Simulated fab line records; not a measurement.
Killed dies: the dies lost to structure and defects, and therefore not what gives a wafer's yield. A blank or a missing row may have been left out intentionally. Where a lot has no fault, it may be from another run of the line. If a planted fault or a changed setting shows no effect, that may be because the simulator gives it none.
fab line records	flow n5-finfet	part 1 of 2: steps 1 to 27 of 33
record lots=5	wafers=15	last-day=17
route steps=1938 shown BEOL_M3@1010 BEOL_M4@1021
lots that met no fault: taken from a fault-free run of the same line
start-h: the number of hours between the record's first day and the start of the first shown wafer of the lot	wait-h: hours since the lot's step before	" repeats the value in the row above	L1.1+2: a single row standing in for several wafers	- no value present, or no start provided	* or withheld: withheld	< > ~ a bound
route shown NAME@n: a module of which the file shows steps, and the number in the route of the first	usual: mean/standard deviation taken from wafers without a fault	same: alike in all rows	chamber/n: place in a boat	sites: the reading at each site	_std_site: their standard deviation	_edge_site: the outer-site mean with the inner-site mean subtracted	radius-mm: for every site, how far away it sits from the centre of the wafer	mask NAME#n: copy n	behind: the tool/chamber that last shaped the wafer	hold: the reason the lot was held/the length of the hold in hours/how it ended	device: which transistor (n, p or np) failed to switch	end of line: tests run on the same wafers once the route is complete	step lacking rows: just its recipe	killed: at the first sort, the dies lost to defects and structure; wafer yield is something else	map: a wafer's dies, marking killed ones x, the rest . and places with no die _
set.NAME: the run value of the setting; set.NAME@STEP: its run value at that earlier step	model.NAME: the simulator's own value behind a step, which no gauge read
certain route steps with their lots: each step a table, each wafer a row
services: a tool's chamber out of use, with start hour (start-h, from the record's first day; less than 0 if before it), hours out, and reason
## steps
# step N5_BEOL_M3_SPUTTER_96
# recipe material=Cu	target-thk-a=45	temp-c=-20	chamber-pressure-pa=0.07	power-w=withheld	time-s=8.29
# usual chuck-gas-flow-sccm=1.26/0.056	chuck-sensor-temp-C=-16.2/0.44	throttle-valve-pct=30.1/0.64
lot.wafer	tool	chamber	start-h	wait-h	chuck-gas-flow-sccm	chuck-sensor-temp-C	throttle-valve-pct
L079.3	pvd-sputter-01	-	175.70	0.1	1.20	-16.7	29.9
L079.5	"	-	"	"	1.32	-16.7	30.0
L079.6	"	-	"	"	1.33	-16.5	29.8
L083.1	pvd-sputter-02	-	200.47	0.1	1.28	-16.4	29.3
L083.3	"	-	"	"	1.35	-15.8	30.6
L083.5	"	-	"	"	1.28	-15.8	29.2
L082.2	pvd-sputter-01	-	200.79	0.1	1.23	-16.9	30.2
L082.3	"	-	"	"	1.20	-16.5	29.5
L082.5	"	-	"	"	1.16	-16.9	29.8
L087.3	pvd-sputter-02	-	229.85	0.1	1.28	-16.4	31.3
L087.4	"	-	"	"	1.20	-15.8	30.6
L087.6	"	-	"	"	1.22	-16.4	31.4
L094.1	pvd-sputter-01	-	283.94	0.1	1.28	-15.6	30.5
L094.4	"	-	"	"	1.30	-16.6	30.1
L094.5	"	-	"	"	1.21	-16.4	29.9
# step N5_BEOL_M3_ECD_50
# recipe material=Cu	target-thk-a=3000
lot.wafer	tool	chamber	start-h	wait-h
L079.3+5+6	ecd-cu-01	1,0,1	175.83	0.1
L083.1+3+5	ecd-cu-01	0,1,1	200.59	0.1
L082.2+3+5	ecd-cu-02	1,0,0	200.92	0.1
L087.3+4+6	ecd-cu-02	0,1,1	229.98	0.1
L094.1+4+5	ecd-cu-01	1	284.05	0.1
# step N5_BEOL_M3_ANNEAL_51
# recipe temp-c=225	time-s=90	ambient=N2
# usual wafer_temp_C_max=226.11/0.26
lot.wafer	tool	chamber	start-h	wait-h	wafer_temp_C_max
L079.3	rtp-anneal-01	0	175.98	0.1	225.76
L079.5	"	0	"	"	225.83
L079.6	"	0	"	"	225.80
L083.1	rtp-anneal-02	0	200.67	0.1	226.36
L083.3	"	0	"	"	226.41
L083.5	"	0	"	"	226.75
L082.2	rtp-anneal-02	0	201.06	0.1	226.63
L082.3	"	0	"	"	226.42
L082.5	"	0	"	"	226.03
L087.3	rtp-anneal-02	0	230.13	0.1	225.85
L087.4	"	0	"	"	226.03
L087.6	"	0	"	"	226.34
L094.1	rtp-anneal-01	0	284.13	0.1	226.30
L094.4	"	0	"	"	226.17
L094.5	"	0	"	"	225.83
# step N5_BEOL_M3_CMP_52
# recipe stop-on=SiOC	t-overpolish-s=6.8	down-force-psi=1	platen-rpm=50	clearing-platen-down-force-psi=1.5	clearing-platen-rpm=50	post-cmp-clean=cu-alkaline	target-thk-nm=40	clearing-platen-pad-velocity-m-s=0.99484	pad-velocity-m-s=0.99484
# usual barrier-field-endpoint-s=24.9/0.74	motor-current-A=6.3/0.63	overpolish-run-s=6.800/0.0091	time-to-endpoint-s=64/3.8
lot.wafer	tool	chamber	start-h	wait-h	barrier-field-endpoint-s	motor-current-A	overpolish-run-s	time-to-endpoint-s
L079.3	cmp-03	2	176.27	0.2	25.2	6.9	6.783	66
L079.6	"	0	"	"	25.6	6.5	6.798	70
L079.5	"	1	"	"	24.7	6.3	6.818	62
L083.1	cmp-04	1	200.98	0.3	25.0	5.8	6.794	62
L083.3	"	3	"	"	24.4	5.6	6.799	60
L083.5	"	2	"	"	24.3	6.4	6.788	57
L082.2	cmp-02	0	201.39	0.3	23.5	6.5	6.790	57
L082.3	"	1	"	"	24.0	6.2	6.793	65
L082.5	"	2	"	"	25.2	7.3	6.795	69
L087.4	cmp-02	1	230.38	0.2	25.3	6.5	6.801	66
L087.3	"	2	"	"	25.5	7.7	6.797	69
L087.6	"	1	"	"	24.8	6.2	6.786	64
L094.1	cmp-03	2	284.47	0.3	24.8	7.1	6.793	63
L094.4	"	0	"	"	25.6	6.4	6.791	67
L094.5	"	1	"	"	25.4	6.1	6.809	61
# step N5_BEOL_M3_THK_MEAS_53
# recipe thk-meas-gauge=xrf	reads=Cu_of_BEOL_M3_ECD_50
# usual M3_THK=39.5/1.7
lot.wafer	tool	chamber	start-h	wait-h	M3_THK[nm]
L079.3	film-metro-01	-	176.49	-	40.6
L079.5	"	-	"	"	41.8
L079.6	"	-	"	"	43.1
L083.1	film-metro-01	-	201.27	-	39.0
L083.3	"	-	"	"	36.8
L083.5	"	-	"	"	37.8
L082.2	film-metro-01	-	201.61	-	37.6
L082.3	"	-	"	"	40.4
L082.5	"	-	"	"	44.2
L087.3	film-metro-02	-	230.64	-	41.4
L087.4	"	-	"	"	38.9
L087.6	"	-	"	"	41.2
L094.1	film-metro-01	-	284.72	-	37.9
L094.4	"	-	"	"	42.6
L094.5	"	-	"	"	38.6
# step N5_BEOL_M3_PRE_CLEAN_60
# recipe gas=NH3/H2	time-s=15	temp-c=*	rf-power-w=300
# usual heater-power-w=75/15
lot.wafer	tool	chamber	start-h	wait-h	heater-power-w
L079.3	cvd-co-02	1	176.52	0.0	80
L079.5	"	0	"	"	49
L079.6	"	2	"	"	86
L083.1	cvd-co-02	1	201.31	0.0	82
L083.3	"	0	"	"	48
L083.5	"	0	"	"	49
L082.2	cvd-co-02	2	201.64	0.0	88
L082.3	"	0	"	"	48
L082.5	"	0	"	"	48
L087.3	cvd-co-02	1	230.67	0.0	81
L087.4	"	1	"	"	81
L087.6	"	2	"	"	88
L094.1	cvd-co-01	2	284.76	0.0	89
L094.4	"	2	"	"	89
L094.5	"	1	"	"	68
# step N5_BEOL_M3_CO_CAP_55
# recipe material=Co	target-thk-a=20	temp-c=200	precursor=CCTBA/H2	pressure-torr=30	time-s=102.1
# usual heater-power-w=224/19
lot.wafer	tool	chamber	start-h	wait-h	heater-power-w
L079.3	cvd-co-02	1	176.56	0.0	232
L079.5	"	0	"	"	192
L079.6	"	2	"	"	239
L083.1	cvd-co-02	1	201.35	0.0	229
L083.3	"	0	"	"	190
L083.5	"	0	"	"	193
L082.2	cvd-co-02	2	201.68	0.0	240
L082.3	"	0	"	"	189
L082.5	"	0	"	"	189
L087.3	cvd-co-02	1	230.71	0.0	232
L087.4	"	1	"	"	228
L087.6	"	2	"	"	245
L094.1	cvd-co-01	2	284.80	0.0	240
L094.4	"	2	"	"	243
L094.5	"	1	"	"	214
# step N5_BEOL_M3_PRE_CLEAN_56
# recipe gas=NH3	time-s=15	temp-c=withheld	rf-power-w=300
lot.wafer	tool	chamber	start-h	wait-h
L079.3+5+6	pecvd-01	2,0,1	176.66	0.1
L083.1+3+5	pecvd-04	1,2,1	201.44	0.1
L082.2+3+5	pecvd-04	1,2,2	201.77	0.1
L087.3+4+6	pecvd-04	0,1,1	230.82	0.1
L094.1+4+5	pecvd-04	1,1,0	284.89	0.1
# step N5_BEOL_M3_DEP_57
# recipe material=SiCN	target-thk-a=80	temp-c=withheld	precursor=3MS/NH3	pressure-torr=3	rf-w=202	time-s=14
# usual showerhead-plenum-p-Torr=3.662/0.0071	throttle-valve-pct=9.3/0.74
lot.wafer	tool	chamber	start-h	wait-h	showerhead-plenum-p-Torr	throttle-valve-pct
L079.3	pecvd-01	2	176.68	0.0	3.664	8.0
L079.5	"	0	"	"	3.667	8.9
L079.6	"	1	"	"	3.653	10.2
L083.1	pecvd-04	1	201.47	0.0	3.674	10.4
L083.3	"	2	"	"	3.669	8.9
L083.5	"	1	"	"	3.659	10.6
L082.2	pecvd-04	1	201.80	0.0	3.658	10.6
L082.3	"	2	"	"	3.656	8.9
L082.5	"	2	"	"	3.680	9.0
L087.3	pecvd-04	0	230.86	0.0	3.653	9.0
L087.4	"	1	"	"	3.665	10.4
L087.6	"	1	"	"	3.662	10.6
L094.1	pecvd-04	1	284.92	0.0	3.662	10.6
L094.4	"	1	"	"	3.665	10.4
L094.5	"	0	"	"	3.654	9.2
# step N5_BEOL_M3_RS_MEAS_58
# recipe thk-meas-gauge=four-point-probe	reads=Co_of_BEOL_M3_CO_CAP_55+Cu_of_BEOL_M3_ECD_50+Co_of_BEOL_M3_CVD_47+TaN_of_BEOL_M3_ALD_84
# usual M3_RS=0.67/0.036
lot.wafer	tool	chamber	start-h	wait-h	M3_RS[ohm/sq]
L079.3	film-metro-02	-	176.75	0.1	0.66
L079.5	"	-	"	"	0.64
L079.6	"	-	"	"	0.61
L083.1	film-metro-01	-	201.53	0.0	0.67
L083.3	"	-	"	"	0.73
L083.5	"	-	"	"	0.70
L082.2	film-metro-02	-	201.87	0.1	0.72
L082.3	"	-	"	"	0.66
L082.5	"	-	"	"	0.58
L087.3	film-metro-02	-	230.94	0.1	0.63
L087.4	"	-	"	"	0.69
L087.6	"	-	"	"	0.64
L094.1	film-metro-01	-	284.98	0.0	0.71
L094.4	"	-	"	"	0.61
L094.5	"	-	"	"	0.70
# step N5_BEOL_M3_INSPECT_59
# recipe inspect-instrument=darkfield	mode=post-dep
# usual raw-defect-count=64/19
lot.wafer	tool	chamber	start-h	wait-h	raw-defect-count
L079.3	defect-inspect-02	-	176.77	0.0	70
L079.5	"	-	"	"	88
L079.6	"	-	"	"	69
L083.1	defect-inspect-02	-	201.56	0.0	52
L083.3	"	-	"	"	63
L083.5	"	-	"	"	77
L082.2	defect-inspect-02	-	201.89	0.0	80
L082.3	"	-	"	"	75
L082.5	"	-	"	"	70
L087.3	defect-inspect-01	-	230.97	0.0	45
L087.4	"	-	"	"	58
L087.6	"	-	"	"	37
L094.1	defect-inspect-02	-	285.01	0.0	89
L094.4	"	-	"	"	84
L094.5	"	-	"	"	79
# step N5_BEOL_M4_ILD_DEP_00
# recipe material=SiOC	target-thk-a=790	temp-c=350	precursor=DEMS/O2	pressure-torr=5	rf-w=500	time-s=15.3
# usual heater-power-w=494/53	showerhead-plenum-p-Torr=5.697/0.014	throttle-valve-pct=12.2/0.66
lot.wafer	tool	chamber	start-h	wait-h	heater-power-w	showerhead-plenum-p-Torr	throttle-valve-pct
L079.3	pecvd-03	1	176.81	0.0	537	5.719	12.8
L079.5	"	2	"	"	488	5.710	11.7
L079.6	"	1	"	"	537	5.703	12.7
L083.1	pecvd-03	2	201.60	0.0	517	5.708	11.7
L083.3	"	1	"	"	519	5.711	12.6
L083.5	"	1	"	"	534	5.696	12.9
L082.2	pecvd-03	2	201.93	0.0	455	5.699	11.7
L082.3	"	0	"	"	460	5.705	12.9
L082.5	"	1	"	"	520	5.690	12.7
L087.3	pecvd-03	1	231.00	0.0	436	5.694	12.7
L087.4	"	2	"	"	442	5.697	11.9
L087.6	"	0	"	"	574	5.715	12.6
L094.1	pecvd-03	2	285.05	0.0	473	5.703	11.7
L094.4	"	1	"	"	513	5.698	12.9
L094.5	"	0	"	"	585	5.726	12.8
# step N5_BEOL_M4_THK_MEAS_01
# recipe reads=SiOC_of_BEOL_M4_ILD_DEP_00
# usual M4_ILD_THK=79.3/1
lot.wafer	tool	chamber	start-h	wait-h	M4_ILD_THK[nm]
L079.3	film-metro-02	-	176.88	0.1	78.5
L079.5	"	-	"	"	80.6
L079.6	"	-	"	"	80.1
L083.1	film-metro-01	-	201.66	0.0	79.9
L083.3	"	-	"	"	79.4
L083.5	"	-	"	"	80.3
L082.2	film-metro-01	-	202.00	0.1	77.9
L082.3	"	-	"	"	78.7
L082.5	"	-	"	"	78.5
L087.3	film-metro-02	-	231.07	0.1	78.5
L087.4	"	-	"	"	79.0
L087.6	"	-	"	"	81.2
L094.1	film-metro-02	-	285.11	0.0	78.3
L094.4	"	-	"	"	79.6
L094.5	"	-	"	"	79.5
# step N5_BEOL_M4_PECVD_72
# recipe material=SiO2	target-thk-a=160	temp-c=400	precursor=TEOS/O2	pressure-torr=5.5	rf-w=450	teos-flow-sccm=53.8	gas=O2	flow-sccm=3000	time-s=18
# usual heater-power-w=722/69	showerhead-plenum-p-Torr=8.78/0.047	throttle-valve-pct=22.7/1.4
lot.wafer	tool	chamber	start-h	wait-h	heater-power-w	showerhead-plenum-p-Torr	throttle-valve-pct
L079.3	pecvd-02	1	176.91	0.0	789	8.81	23.4
L079.5	"	0	"	"	740	8.77	23.2
L079.6	"	1	"	"	773	8.79	23.1
L083.1	pecvd-01	1	201.70	0.0	733	8.74	24.7
L083.3	"	0	"	"	706	8.75	22.1
L083.5	"	1	"	"	737	8.74	24.3
L082.2	pecvd-01	2	202.03	0.0	701	8.74	20.1
L082.3	"	0	"	"	640	8.75	22.5
L082.5	"	2	"	"	717	8.74	20.6
L087.3	pecvd-03	1	231.11	0.0	793	8.82	23.7
L087.4	"	2	"	"	694	8.80	21.7
L087.6	"	0	"	"	664	8.92	23.9
L094.1	pecvd-02	2	285.15	0.0	684	8.75	21.8
L094.4	"	0	"	"	761	8.78	23.5
L094.5	"	2	"	"	679	8.76	21.9
# step N5_BEOL_M4_HM_DEP_02
# recipe material=TiN	target-thk-a=200	temp-c=25	chamber-pressure-pa=0.49996
# usual throttle-valve-pct=30.0/0.67
lot.wafer	tool	chamber	start-h	wait-h	throttle-valve-pct
L079.3	pvd-sputter-03	-	178.79	1.9	30.5
L079.5	"	-	"	"	29.2
L079.6	"	-	"	"	29.7
L083.1	pvd-sputter-01	-	201.96	0.2	30.5
L083.3	"	-	"	"	30.0
L083.5	"	-	"	"	29.4
L082.2	pvd-sputter-02	-	203.47	1.4	30.6
L082.3	"	-	"	"	31.2
L082.5	"	-	"	"	31.1
L087.3	pvd-sputter-02	-	231.22	0.1	30.7
L087.4	"	-	"	"	29.5
L087.6	"	-	"	"	29.0
L094.1	pvd-sputter-01	-	285.86	0.7	30.4
L094.4	"	-	"	"	30.2
L094.5	"	-	"	"	29.7
# step N5_BEOL_M4_COAT_61
# recipe resist=SOC	temp-c=250	time-s=60	spin-rpm=1500	resist-thk-nm=60
lot.wafer	tool	chamber	start-h	wait-h
L079.3+5+6	litho-track-04	0	178.92	0.1
L083.1+3+5	litho-track-02	0	202.09	0.1
L082.2+3+5	litho-track-04	0	203.60	0.1
L087.3+4+6	litho-track-04	0	231.34	0.1
L094.1+4+5	litho-track-05	0	285.98	0.1
# step N5_BEOL_M4_COAT_62
# recipe resist=SiARC	temp-c=220	time-s=60	spin-rpm=1500	resist-thk-nm=12
lot.wafer	tool	chamber	start-h	wait-h
L079.3+5+6	litho-track-04	0	-	-
L083.1+3+5	litho-track-02	0	-	-
L082.2+3+5	litho-track-04	0	-	-
L087.3+4+6	litho-track-04	0	-	-
L094.1+4+5	litho-track-05	0	-	-
# step N5_BEOL_M4_COAT_73
# recipe resist=underlayer	temp-c=205	time-s=60	spin-rpm=1500	resist-thk-nm=5
lot.wafer	tool	chamber	start-h	wait-h
L079.3+5+6	litho-track-04	0	-	-
L083.1+3+5	litho-track-02	0	-	-
L082.2+3+5	litho-track-04	0	-	-
L087.3+4+6	litho-track-04	0	-	-
L094.1+4+5	litho-track-05	0	-	-
# step N5_BEOL_M4_COAT_05
# recipe resist=CAR-EUV	spin-rpm=1500	resist-thk-nm=30
lot.wafer	tool	chamber	start-h	wait-h
L079.3+5+6	litho-track-04	0	-	-
L083.1+3+5	litho-track-02	0	-	-
L082.2+3+5	litho-track-04	0	-	-
L087.3+4+6	litho-track-04	0	-	-
L094.1+4+5	litho-track-05	0	-	-
# step N5_BEOL_M4_EBR_07
# recipe solvent=PGMEA	ebr-width-mm=1.5
# same ebr-width-mm=1.5
lot.wafer	tool	chamber	start-h	wait-h
L079.3+5+6	litho-track-04	0	-	-
L083.1+3+5	litho-track-02	0	-	-
L082.2+3+5	litho-track-04	0	-	-
L087.3+4+6	litho-track-04	0	-	-
L094.1+4+5	litho-track-05	0	-	-
# step N5_BEOL_M4_SOFTBAKE_06
# recipe temp-c=110	time-s=60	resist=CAR-EUV
lot.wafer	tool	chamber	start-h	wait-h
L079.3+5+6	litho-track-04	0	-	-
L083.1+3+5	litho-track-02	0	-	-
L082.2+3+5	litho-track-04	0	-	-
L087.3+4+6	litho-track-04	0	-	-
L094.1+4+5	litho-track-05	0	-	-
# step N5_BEOL_M4_EXPOSE_08
# recipe mask-id=M4	na=0.33	source-shape=dipole	sigma-inner=0.369	sigma-outer=0.767	polarization=unpolarized	dose-mj=41.25
# usual focus-offset-nm=0.0/0.61
lot.wafer	tool	chamber	start-h	wait-h	mask	focus-offset-nm
L079.3	euv-scanner-02	0	179.20	-	M4#0	1.0
L079.5	"	0	"	"	M4#0	0.7
L079.6	"	0	"	"	M4#0	0.7
L083.1	euv-scanner-02	0	202.22	-	M4#0	-0.4
L083.3	"	0	"	"	M4#0	-0.4
L083.5	"	0	"	"	M4#0	-0.8
L082.2	euv-scanner-01	0	203.87	-	M4#0	0.2
L082.3	"	0	"	"	M4#0	-0.6
L082.5	"	0	"	"	M4#0	0.9
L087.3	euv-scanner-02	0	231.62	-	M4#0	-0.4
L087.4	"	0	"	"	M4#0	0.4
L087.6	"	0	"	"	M4#0	0.3
L094.1	euv-scanner-02	0	286.12	-	M4#0	-0.9
L094.4	"	0	"	"	M4#0	0.4
L094.5	"	0	"	"	M4#0	0.2
# step N5_BEOL_M4_PEB_09
# recipe peb-temp-c=100	peb-time-s=60	resist=CAR-EUV
lot.wafer	tool	chamber	start-h	wait-h
L079.3+5+6	litho-track-05	0	179.25	0.0
L083.1+3+5	litho-track-05	0	202.29	0.1
L082.2+3+5	litho-track-04	0	203.93	0.1
L087.3+4+6	litho-track-02	0	231.67	0.0
L094.1+4+5	litho-track-02	0	286.18	0.1
# step N5_BEOL_M4_DEVELOP_10
# recipe develop-time-s=30	developer=TMAH	resist=CAR-EUV	rinse-liquid=surfactant-rinse	dry=air-spin	dev-temp-c=23
# same develop-time-s=30
lot.wafer	tool	chamber	start-h	wait-h
L079.3+5+6	litho-track-05	0	-	-
L083.1+3+5	litho-track-05	0	-	-
L082.2+3+5	litho-track-04	0	-	-
L087.3+4+6	litho-track-02	0	-	-
L094.1+4+5	litho-track-02	0	-	-
# step N5_BEOL_M4_CD_MEAS_11
# recipe target-cd-nm=16.79	landing-energy-ev=500	detector=se-inlens	polarity=opening
# usual cd-nm=16.82/0.23
lot.wafer	tool	chamber	start-h	wait-h	cd-nm
L079.3	cd-sem-01	0	179.32	-	16.98
L079.5	"	0	"	"	17.02
L079.6	"	0	"	"	17.22
L083.1	cd-sem-02	0	202.35	-	16.78
L083.3	"	0	"	"	17.05
L083.5	"	0	"	"	16.89
L082.2	cd-sem-01	0	204.00	-	16.50
L082.3	"	0	"	"	16.82
L082.5	"	0	"	"	16.90
L087.3	cd-sem-02	0	231.74	-	16.69
L087.4	"	0	"	"	16.46
L087.6	"	0	"	"	16.77
L094.1	cd-sem-02	0	286.25	-	16.89
L094.4	"	0	"	"	16.60
L094.5	"	0	"	"	16.63
# step N5_BEOL_M4_OVL_MEAS_12
# recipe points-per-wafer=522
# usual M4_OVL=0.1/0.62
lot.wafer	tool	chamber	start-h	wait-h	M4_OVL[nm]
L079.3	overlay-02	0	179.36	0.0	0.7
L079.5	"	0	"	"	0.5
L079.6	"	0	"	"	1.2
L083.1	overlay-02	0	202.39	0.0	0.9
L083.3	"	0	"	"	0.8
L083.5	"	0	"	"	0.6
L082.2	overlay-02	0	204.03	0.0	-0.6
L082.3	"	0	"	"	0.4
L082.5	"	0	"	"	1.3
L087.3	overlay-02	0	231.78	0.0	0.3
L087.4	"	0	"	"	0.0
L087.6	"	0	"	"	0.4
L094.1	overlay-02	0	286.28	0.0	0.2
L094.4	"	0	"	"	0.4
L094.5	"	0	"	"	0.3
# step N5_BEOL_M4_INSPECT_13
# recipe mode=adi	inspect-instrument=brightfield
# usual raw-defect-count=386/80
lot.wafer	tool	chamber	start-h	wait-h	raw-defect-count
L079.3	defect-inspect-01	-	179.40	0.0	292
L079.5	"	-	"	"	355
L079.6	"	-	"	"	317
L083.1	defect-inspect-01	-	202.45	0.1	381
L083.3	"	-	"	"	285
L083.5	"	-	"	"	299
L082.2	defect-inspect-02	-	204.08	0.0	438
L082.3	"	-	"	"	417
L082.5	"	-	"	"	488
L087.3	defect-inspect-01	-	231.83	0.0	326
L087.4	"	-	"	"	361
L087.6	"	-	"	"	300
L094.1	defect-inspect-02	-	286.34	0.1	386
L094.4	"	-	"	"	451
L094.5	"	-	"	"	442
